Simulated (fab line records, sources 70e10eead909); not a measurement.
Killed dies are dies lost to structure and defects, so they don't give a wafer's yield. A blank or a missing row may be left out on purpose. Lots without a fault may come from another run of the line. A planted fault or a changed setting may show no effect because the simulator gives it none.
Chamber matching | flow nand_harc | NHARC_A_CHANNEL_HOLE_D1_DESCUM_15 on rie_diel-07: 4 sister chambers
The step chemistry O2, time 3 s. 4 wafers are shown with their chamber, then 7 later ones without.

WAFERS WITH THEIR CHAMBER
wafer  | chamber | showerhead_plenum_p_Torr (Torr)
L117.6 | 0       | 1.98
L126.5 | 2       | 1.79
L131.2 | 1       | 2.03
L131.3 | 3       | 1.85

WAFERS WITHOUT THEIR CHAMBER
wafer  | showerhead_plenum_p_Torr (Torr)
L131.6 | 2.03
L133.1 | 1.79
L133.3 | 2.03
L133.4 | 1.85
L134.2 | 2.03
L134.4 | 1.79
L134.5 | 1.97

WHICH CHAMBER EACH WENT THROUGH
wafer  | from the rows above | in truth
L131.6 | 1                   | 1
L133.1 | 2                   | 2
L133.3 | 1                   | 1
L133.4 | 3                   | 3
L134.2 | 1                   | 1
L134.4 | 2                   | 2
L134.5 | 0                   | 0
Placed correctly: 7 of 7. Can't be placed from these rows: 0. Placed wrongly: 0.
How it was worked out, from the rows above alone: a wafer's distance from a chamber is the root of the sum, over the readings, of the square of ((its reading less the chamber's mean) divided by the reading's scatter). The wafer belongs to the nearest chamber; if the next one is less than 2 further off, it can't be placed. A chamber's mean is the mean of its shown wafers. The scatter: with one shown wafer a chamber, the root of the mean of the squares of how far each hidden wafer lies from its nearest shown one.
